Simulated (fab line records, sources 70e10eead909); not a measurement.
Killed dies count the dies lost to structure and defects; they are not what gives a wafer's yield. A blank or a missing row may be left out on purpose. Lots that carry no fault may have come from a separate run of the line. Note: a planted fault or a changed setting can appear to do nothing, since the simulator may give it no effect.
Which tool was responsible?    flow nand harc    Sampling: 14 lots, 42 wafers, 6 of 1302 route steps

## WHAT THE GAUGES SHOWED, per wafer
NHARC_P_CONTACT_CD_MEAS_19. Usual: cd nm 89.8 nm, standard deviation 0.97.
lot   measured      on         cd nm (nm)      flag
L418  day 6 02:32   cd sem-01  89.6 91.2 90.3  
L419  day 6 07:01   cd sem-02  91.1 88.7 89.2  
L420  day 6 16:17   cd sem-01  89.5 89.3 90.6  
L421  day 7 02:59   cd sem-01  88.9 90.3 89.8  
L422  day 7 21:11   cd sem-03  89.2 90.1 88.8  
L423  day 8 00:10   cd sem-01  88.9 90.6 89.3  
L424  day 8 12:25   cd sem-03  90.0 92.9 90.3  
L426  day 9 10:47   cd sem-03  90.0 89.3 89.5  
L433  day 11 23:02  cd sem-03  89.5 89.4 92.5  
L432  day 12 00:10  cd sem-02  90.5 90.3 89.2  
L436  day 13 18:43  cd sem-03  90.1 91.0 90.7  
L437  day 14 03:05  cd sem-01  90.0 89.8 90.1  
L438  day 14 14:29  cd sem-03  90.4 91.1 91.7  
L440  day 15 00:17  cd sem-02  90.9 90.1 89.8  

NHARC_P_M0_CD_MEAS_09: the cd target is 90 nm. Usual: cd nm 90.0 nm, standard deviation 0.53.
lot   measured      on         cd nm (nm)      flag
L418  day 6 05:33   cd sem-02  89.8 89.8 89.4  
L419  day 6 10:07   cd sem-01  89.7 89.9 89.3  
L420  day 6 19:25   cd sem-02  90.3 91.7 91.5  
L421  day 7 06:07   cd sem-03  89.3 90.1 89.4  
L422  day 8 00:11   cd sem-02  89.4 89.2 90.0  
L423  day 8 03:17   cd sem-01  90.1 89.4 89.9  
L424  day 8 15:28   cd sem-03  89.3 90.4 90.3  
L426  day 9 13:54   cd sem-03  89.8 91.2 90.2  
L433  day 12 02:13  cd sem-03  72.0 72.9 73.0  OFF
L432  day 12 03:11  cd sem-02  76.3 76.1 76.0  OFF
L436  day 13 21:49  cd sem-01  90.0 89.4 90.2  
L437  day 14 06:32  cd sem-03  90.9 89.8 90.5  
L438  day 14 17:50  cd sem-02  90.6 89.7 89.4  
L440  day 15 03:23  cd sem-01  90.7 89.0 89.7  

NHARC_P_M0_CD_MEAS_16. Usual: cd nm 90.1 nm, standard deviation 0.61.
lot   measured      on         cd nm (nm)      flag
L418  day 6 06:02   cd sem-03  89.4 88.9 89.3  
L419  day 6 10:37   cd sem-03  89.7 90.8 89.7  
L420  day 6 19:53   cd sem-01  90.6 91.3 92.0  
L421  day 7 06:36   cd sem-02  89.9 90.6 88.8  
L422  day 8 00:40   cd sem-02  89.4 89.6 89.7  
L423  day 8 03:46   cd sem-03  90.5 89.5 90.4  
L424  day 8 15:58   cd sem-01  89.4 90.5 90.2  
L426  day 9 14:45   cd sem-01  90.2 91.4 90.7  
L433  day 12 02:42  cd sem-03  72.4 73.3 72.6  OFF
L432  day 12 03:40  cd sem-02  76.4 76.3 76.1  OFF
L436  day 13 22:17  cd sem-03  90.1 89.8 89.2  
L437  day 14 07:02  cd sem-02  90.8 90.1 91.1  
L438  day 14 18:22  cd sem-01  90.2 90.2 89.4  
L440  day 15 03:52  cd sem-01  90.6 89.5 89.8  

## EACH LOT AND THE TOOL THAT RAN IT (in order: tool; ch and the chambers of the sampled wafers; start)
lot   NHARC_P_CONTACT_ETCH_36                        NHARC_P_M0_EXPOSE_06                NHARC_P_M0_ETCH_15
L418  rie diel-11 ch 0,3, day 6 02:32 or earlier     arfi scanner-02 ch 0, day 6 05:25   rie diel-03 ch 0,2, day 6 06:02 or earlier
L419  rie diel-06 ch 0,1, day 6 07:01 or earlier     arfi scanner-03 ch 0, day 6 09:58   rie diel-03 ch 2,3, day 6 10:37 or earlier
L420  rie diel-08 ch 0,1,3, day 6 16:17 or earlier   arfi scanner-01 ch 0, day 6 19:16   rie diel-03 ch 0,2,3, day 6 19:53 or earlier
L421  rie diel-06 ch 0,3, day 7 02:59 or earlier     arfi scanner-02 ch 0, day 7 05:58   rie diel-03 ch 0,1, day 7 06:36 or earlier
L422  rie diel-06 ch 0,1, day 7 21:11 or earlier     arfi scanner-02 ch 0, day 8 00:03   rie diel-10 ch 0,1, day 8 00:40 or earlier
L423  rie diel-11 ch 0,1,2, day 8 00:10 or earlier   arfi scanner-01 ch 0, day 8 03:09   rie diel-03 ch 1,2,3, day 8 03:46 or earlier
L424  rie diel-06 ch 0,1, day 8 12:25 or earlier     arfi scanner-01 ch 0, day 8 15:20   rie diel-01 ch 0,3, day 8 15:58 or earlier
L426  rie diel-06 ch 0,2,3, day 9 10:47 or earlier   arfi scanner-02 ch 0, day 9 13:46   rie diel-10 ch 1,2,3, day 9 14:45 or earlier
L433  rie diel-08 ch 0,1,3, day 11 23:02 or earlier  arfi scanner-01 ch 0, day 12 02:05  rie diel-01 ch 0,1,2, day 12 02:42 or earlier
L432  rie diel-08 ch 0,1,3, day 12 00:10 or earlier  arfi scanner-01 ch 0, day 12 03:03  rie diel-10 ch 0,1,2, day 12 03:40 or earlier
L436  rie diel-08 ch 0,2,3, day 13 18:43 or earlier  arfi scanner-03 ch 0, day 13 21:40  rie diel-03 ch 0,1,3, day 13 22:17 or earlier
L437  rie diel-11 ch 0,3, day 14 03:05 or earlier    arfi scanner-02 ch 0, day 14 06:24  rie diel-03 ch 0,1,3, day 14 07:02 or earlier
L438  rie diel-11 ch 2,3, day 14 14:29 or earlier    arfi scanner-02 ch 0, day 14 17:41  rie diel-03 ch 0,1, day 14 18:22 or earlier
L440  rie diel-11 ch 0,1,3, day 15 00:17 or earlier  arfi scanner-03 ch 0, day 15 03:15  rie diel-01 ch 0,2,3, day 15 03:52 or earlier
- NHARC_P_CONTACT_ETCH_36: etches the open film in N2/H2, target depth 260 nm, time 406.25 s.
- NHARC_P_M0_EXPOSE_06: exposes mask P M0, target cd 90 nm.
- NHARC_P_M0_ETCH_15: etches the open film in C4F8/Ar, target depth 150 nm, overetch 15 nm, time 82.5 s.

## WHAT THE TOOLS THEMSELVES READ (means of the sampled wafers that have a number; where no wafer has one, the mark that the record gives instead)
NHARC_P_CONTACT_ETCH_36. Usual: drypump motor current A 5.6 A, standard deviation 0.46; n2 flow sccm 150.0 sccm, standard deviation 0.43; oes product au 0.999 a.u., standard deviation 0.0075; rf vpp V 429.5 V, standard deviation 2.3; showerhead plenum p Torr 2.00 Torr, standard deviation 0.081; throttle valve pct 14.171 %, standard deviation 0.0091.
lot   tool         drypump motor current A (A)  n2 flow sccm (sccm)  oes product au (a.u.)  rf vpp V (V)  showerhead plenum p Torr (Torr)  throttle valve pct (%)  flag
L418  rie diel-11  5.4                          149.5                0.996                  430.3         2.07                             14.173                  
L419  rie diel-06  5.6                          150.2                0.993                  428.1         1.95                             14.156                  
L420  rie diel-08  5.9                          149.7                0.995                  429.6         2.03                             14.174                  
L421  rie diel-06  5.5                          150.3                0.991                  427.6         1.91                             14.174                  
L422  rie diel-06  5.6                          149.9                0.994                  428.1         1.95                             14.173                  
L423  rie diel-11  5.7                          149.5                0.997                  429.4         1.98                             14.183                  
L424  rie diel-06  5.7                          150.4                1.007                  427.7         1.98                             14.160                  
L426  rie diel-06  5.6                          150.4                1.005                  429.6         2.01                             14.165                  
L433  rie diel-08  5.9                          149.7                1.000                  430.1         2.03                             14.173                  
L432  rie diel-08  5.9                          150.1                1.005                  429.8         2.03                             14.180                  
L436  rie diel-08  5.7                          149.6                0.999                  428.2         1.98                             14.171                  
L437  rie diel-11  5.4                          149.9                1.010                  431.5         2.07                             14.181                  
L438  rie diel-11  5.2                          149.7                0.998                  427.8         1.95                             14.170                  
L440  rie diel-11  5.6                          149.6                0.997                  431.1         2.04                             14.169                  

NHARC_P_M0_EXPOSE_06. Usual: exposure dose mJ cm2 81.30, standard deviation 0.073.
lot   tool             exposure dose mJ cm2  flag
L418  arfi scanner-02  81.23                 
L419  arfi scanner-03  81.26                 
L420  arfi scanner-01  81.29                 
L421  arfi scanner-02  81.27                 
L422  arfi scanner-02  81.32                 
L423  arfi scanner-01  81.30                 
L424  arfi scanner-01  81.33                 
L426  arfi scanner-02  81.21                 
L433  arfi scanner-01  61.18                 OFF
L432  arfi scanner-01  65.18                 OFF
L436  arfi scanner-03  81.27                 
L437  arfi scanner-02  81.32                 
L438  arfi scanner-02  81.35                 
L440  arfi scanner-03  81.36                 

NHARC_P_M0_ETCH_15. Usual: oes product au 0.957 a.u., standard deviation 0.018; rf vpp V 442 V, standard deviation 3.
lot   tool         oes product au (a.u.)  rf vpp V (V)  flag
L418  rie diel-03  0.970                  438           
L419  rie diel-03  0.955                  439           
L420  rie diel-03  0.923                  440           
L421  rie diel-03  0.964                  440           
L422  rie diel-10  0.984                  443           
L423  rie diel-03  0.969                  443           
L424  rie diel-01  0.929                  443           
L426  rie diel-10  0.946                  443           
L433  rie diel-01  0.945                  442           
L432  rie diel-10  0.974                  443           
L436  rie diel-03  0.969                  443           
L437  rie diel-03  0.961                  443           
L438  rie diel-03  0.951                  440           
L440  rie diel-01  0.927                  442           

## THE ANSWER, worked out from the rows above alone
Rule: take the mean of a lot's wafers that have a number; if it is more than 3 standard deviations from the usual mean, the lot is off. Also off: a lot with no number at a reading for which 4 or more lots have one. All remaining lots with rows at the step are treated as sound. Order of review: gauges by route order, followed by the tools' own readings, for which a lot's mean as printed above is used. The first step at which some lot is off is used, and at that step the reading that is off furthest; a lot without a number counts as furthest.
Off: L433, L432, at NHARC_P_M0_CD_MEAS_09 (cd nm).
If a tool, at a process step before that reading, ran all the lots that are off and no sound lot after the first of them, it fits. The gauges at NHARC_P_M0_CD_MEAS_09 aren't tried: what is off there is off at NHARC_P_M0_EXPOSE_06 too, on other tools, and a gauge's error can't cause that. NHARC_P_CONTACT_ETCH_36: start missing for some lots; hours and lot order therefore follow NHARC_P_CONTACT_CD_MEAS_19. One fits: arfi scanner-01 at NHARC_P_M0_EXPOSE_06. Its last sound lot is L424 (day 8 15:20), its first lot that is off L433 (day 12 02:05): a fault that began between those two fits.
On the lots that are off, the tool's own readings at NHARC_P_M0_EXPOSE_06 differ by more than 5 times the standard deviation of the sound lots' means, which bears it out; exposure dose mJ cm2 reads 63.18 there versus 81.29 on the sound lots.

## WHAT THE SIMULATOR PUT IN
Process parameter drift: arfi scanner-01, from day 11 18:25 on, at NHARC_P_M0_EXPOSE_06. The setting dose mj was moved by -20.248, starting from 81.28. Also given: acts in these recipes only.
Lots struck among those shown: L433, L432. Same finding as the rule above.
